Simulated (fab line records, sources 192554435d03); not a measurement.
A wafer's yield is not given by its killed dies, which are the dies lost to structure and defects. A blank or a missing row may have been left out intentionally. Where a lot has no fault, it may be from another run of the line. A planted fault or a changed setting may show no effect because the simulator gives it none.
Lot-split experiment :: flow n5 finfet :: on a route of 1938 steps: 7 lots, 39 wafers read

THE SPLIT ITSELF
At N5_BEOL_M12_SPUTTER_44 (material Ta, target thk 10 nm, time 16.13 s), the setting time s was moved away from the recipe's 16.13 s on 15 of the 39 wafers read, by -50.0% to +25.9%. The other wafers ran this setting at the recipe's value.

FROM THE SPLIT TO THE READING: what the file shows between them, 3 steps
- N5_BEOL_M12_SPUTTER_45: material Cu, target thk 80 nm, time 13.33 s
- N5_BEOL_M12_ECD_47: material Cu, target thk 720 nm
- N5_BEOL_M12_ANNEAL_48: time 90 s

THE READING
barrier field endpoint s, in s, at N5_BEOL_M12_CMP_49 (polishes, stops on SiOC, t overpolish 20.6 s, target thk 320 nm). A value of 30.4 s with a standard deviation of 0.79 s is what fault-free wafers of this fab line usually give.

wafer: L076.1
tool, chamber at the split: pvd sputter-01, -
time s as run, s: 16.13
against the recipe: recipe
barrier field endpoint s, s: 30.4
against lot-mates on the recipe: -

wafer: L076.3
tool, chamber at the split: pvd sputter-01, -
time s as run, s: 16.13
against the recipe: recipe
barrier field endpoint s, s: 30.2
against lot-mates on the recipe: -

wafer: L076.2
tool, chamber at the split: pvd sputter-01, -
time s as run, s: 16.13
against the recipe: recipe
barrier field endpoint s, s: 30.8
against lot-mates on the recipe: -

wafer: L076.4
tool, chamber at the split: pvd sputter-01, -
time s as run, s: 8.567
against the recipe: -46.9%
barrier field endpoint s, s: 23.9
against lot-mates on the recipe: -6.6

wafer: L076.5
tool, chamber at the split: pvd sputter-01, -
time s as run, s: 8.567
against the recipe: -46.9%
barrier field endpoint s, s: 25.0
against lot-mates on the recipe: -5.5

wafer: L076.6
tool, chamber at the split: pvd sputter-01, -
time s as run, s: 8.567
against the recipe: -46.9%
barrier field endpoint s, s: 25.4
against lot-mates on the recipe: -5.1

wafer: L079.1
tool, chamber at the split: pvd sputter-01, -
time s as run, s: 16.13
against the recipe: recipe
barrier field endpoint s, s: 30.4
against lot-mates on the recipe: -

wafer: L079.4
tool, chamber at the split: pvd sputter-01, -
time s as run, s: 16.13
against the recipe: recipe
barrier field endpoint s, s: 30.7
against lot-mates on the recipe: -

wafer: L079.3
tool, chamber at the split: pvd sputter-01, -
time s as run, s: 13.08
against the recipe: -18.9%
barrier field endpoint s, s: 28.5
against lot-mates on the recipe: -2.0

wafer: L079.2
tool, chamber at the split: pvd sputter-01, -
time s as run, s: 13.08
against the recipe: -18.9%
barrier field endpoint s, s: 28.9
against lot-mates on the recipe: -1.6

wafer: L079.5
tool, chamber at the split: pvd sputter-01, -
time s as run, s: 16.13
against the recipe: recipe
barrier field endpoint s, s: 30.5
against lot-mates on the recipe: -

wafer: L079.6
tool, chamber at the split: pvd sputter-01, -
time s as run, s: 13.08
against the recipe: -18.9%
barrier field endpoint s, s: 28.2
against lot-mates on the recipe: -2.3

wafer: L080.1
tool, chamber at the split: pvd sputter-01, -
time s as run, s: 20.3
against the recipe: +25.9%
barrier field endpoint s, s: 34.5
against lot-mates on the recipe: +3.2

wafer: L080.4
tool, chamber at the split: pvd sputter-01, -
time s as run, s: 20.3
against the recipe: +25.9%
barrier field endpoint s, s: 35.4
against lot-mates on the recipe: +4.1

wafer: L080.3
tool, chamber at the split: pvd sputter-01, -
time s as run, s: 16.13
against the recipe: recipe
barrier field endpoint s, s: 30.6
against lot-mates on the recipe: -

wafer: L080.2
tool, chamber at the split: pvd sputter-01, -
time s as run, s: 16.13
against the recipe: recipe
barrier field endpoint s, s: 31.6
against lot-mates on the recipe: -

wafer: L080.6
tool, chamber at the split: pvd sputter-01, -
time s as run, s: 20.3
against the recipe: +25.9%
barrier field endpoint s, s: 35.8
against lot-mates on the recipe: +4.5

wafer: L080.5
tool, chamber at the split: pvd sputter-01, -
time s as run, s: 16.13
against the recipe: recipe
barrier field endpoint s, s: 31.7
against lot-mates on the recipe: -

wafer: L083.4
tool, chamber at the split: pvd sputter-01, -
time s as run, s: 8.066
against the recipe: -50.0%
barrier field endpoint s, s: 24.7
against lot-mates on the recipe: -5.5

wafer: L083.3
tool, chamber at the split: pvd sputter-01, -
time s as run, s: 8.066
against the recipe: -50.0%
barrier field endpoint s, s: 24.5
against lot-mates on the recipe: -5.7

wafer: L083.2
tool, chamber at the split: pvd sputter-01, -
time s as run, s: 16.13
against the recipe: recipe
barrier field endpoint s, s: 29.4
against lot-mates on the recipe: -

wafer: L083.1
tool, chamber at the split: pvd sputter-01, -
time s as run, s: 8.066
against the recipe: -50.0%
barrier field endpoint s, s: 25.1
against lot-mates on the recipe: -5.1

wafer: L083.6
tool, chamber at the split: pvd sputter-01, -
time s as run, s: 16.13
against the recipe: recipe
barrier field endpoint s, s: 30.1
against lot-mates on the recipe: -

wafer: L083.5
tool, chamber at the split: pvd sputter-01, -
time s as run, s: 16.13
against the recipe: recipe
barrier field endpoint s, s: 31.2
against lot-mates on the recipe: -

wafer: L085.3
tool, chamber at the split: pvd sputter-03, -
time s as run, s: 16.13
against the recipe: recipe
barrier field endpoint s, s: 30.1
against lot-mates on the recipe: -

wafer: L085.4
tool, chamber at the split: pvd sputter-03, -
time s as run, s: 16.13
against the recipe: recipe
barrier field endpoint s, s: 29.5
against lot-mates on the recipe: -

wafer: L085.5
tool, chamber at the split: pvd sputter-03, -
time s as run, s: 16.13
against the recipe: recipe
barrier field endpoint s, s: 30.6
against lot-mates on the recipe: -

wafer: L090.3
tool, chamber at the split: pvd sputter-02, -
time s as run, s: 16.13
against the recipe: recipe
barrier field endpoint s, s: 30.9
against lot-mates on the recipe: -

wafer: L090.2
tool, chamber at the split: pvd sputter-02, -
time s as run, s: 8.124
against the recipe: -49.6%
barrier field endpoint s, s: 25.7
against lot-mates on the recipe: -5.7

wafer: L090.4
tool, chamber at the split: pvd sputter-02, -
time s as run, s: 16.13
against the recipe: recipe
barrier field endpoint s, s: 31.9
against lot-mates on the recipe: -

wafer: L090.1
tool, chamber at the split: pvd sputter-02, -
time s as run, s: 8.124
against the recipe: -49.6%
barrier field endpoint s, s: 25.1
against lot-mates on the recipe: -6.3

wafer: L090.6
tool, chamber at the split: pvd sputter-02, -
time s as run, s: 8.124
against the recipe: -49.6%
barrier field endpoint s, s: 25.0
against lot-mates on the recipe: -6.4

wafer: L090.5
tool, chamber at the split: pvd sputter-02, -
time s as run, s: 16.13
against the recipe: recipe
barrier field endpoint s, s: 31.5
against lot-mates on the recipe: -

wafer: L091.3
tool, chamber at the split: pvd sputter-01, -
time s as run, s: 16.13
against the recipe: recipe
barrier field endpoint s, s: 31.5
against lot-mates on the recipe: -

wafer: L091.4
tool, chamber at the split: pvd sputter-01, -
time s as run, s: 16.13
against the recipe: recipe
barrier field endpoint s, s: 30.3
against lot-mates on the recipe: -

wafer: L091.2
tool, chamber at the split: pvd sputter-01, -
time s as run, s: 16.13
against the recipe: recipe
barrier field endpoint s, s: 32.5
against lot-mates on the recipe: -

wafer: L091.1
tool, chamber at the split: pvd sputter-01, -
time s as run, s: 16.13
against the recipe: recipe
barrier field endpoint s, s: 31.0
against lot-mates on the recipe: -

wafer: L091.6
tool, chamber at the split: pvd sputter-01, -
time s as run, s: 16.13
against the recipe: recipe
barrier field endpoint s, s: 31.8
against lot-mates on the recipe: -

wafer: L091.5
tool, chamber at the split: pvd sputter-01, -
time s as run, s: 16.13
against the recipe: recipe
barrier field endpoint s, s: 32.0
against lot-mates on the recipe: -

FIT RESULTS
A straight line over all 39 wafers: barrier field endpoint s changes by +0.128 s for each +1% of time s; r = +0.97; the points scatter about the line by 0.77 s.
The same after taking each lot's own level away (the mean of its wafers on the recipe; 39 wafers): +0.123 s for each +1%; r = +0.98; scatter 0.58 s.
Per that fit: largest time s move, reading shift of 6.1 s.
Measured against the standard deviation above, the lots' own levels, which go from 30.07 to 31.52 s, span 1.8 times it.
Consequently the slope shifts little with the lot-to-lot level, the two slopes agreeing.
Check: with one of the wafers moved furthest among these (-50.0%) left out of the fit, the line predicts -6.06 s for it against its lot-mates. It came out at -5.53 s against them.

THESE WAFERS: OTHER SPLITS
These wafers also went through other splits before the reading. Each is held against what the fit with the lots' levels taken away leaves over:
other split on the same wafers: N5_BEOL_M6_ILD_DEP_00 target thk a
wafers away from the commonest value: 15
r with barrier field endpoint s (lot level and that fit taken away): +0.05

other split on the same wafers: N5_BEOL_M10_DEP_56 time s
wafers away from the commonest value: 9
r with barrier field endpoint s (lot level and that fit taken away): -0.01

THE WHOLE CHAIN: every reading that the file lists as answering this split, in the file's order
step: N5_BEOL_M12_SPUTTER_44
what it does: material Ta, target thk 10 nm, time 16.13 s
reading: Ta_of_BEOL_M12_SPUTTER_44.thk nm (the simulator's own value, which no gauge read)
change (the file's fit): +0.0992 nm for each +1% of the setting
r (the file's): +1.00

step: N5_BEOL_M12_CMP_49
what it does: polishes, stops on SiOC, t overpolish 20.6 s, target thk 320 nm
reading: barrier field endpoint s
change (the file's fit): +0.12 s for each +1% of the setting
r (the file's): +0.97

FILE'S OWN FIT
barrier field endpoint s changes by +0.12 s for each +1% of time s, r = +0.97.
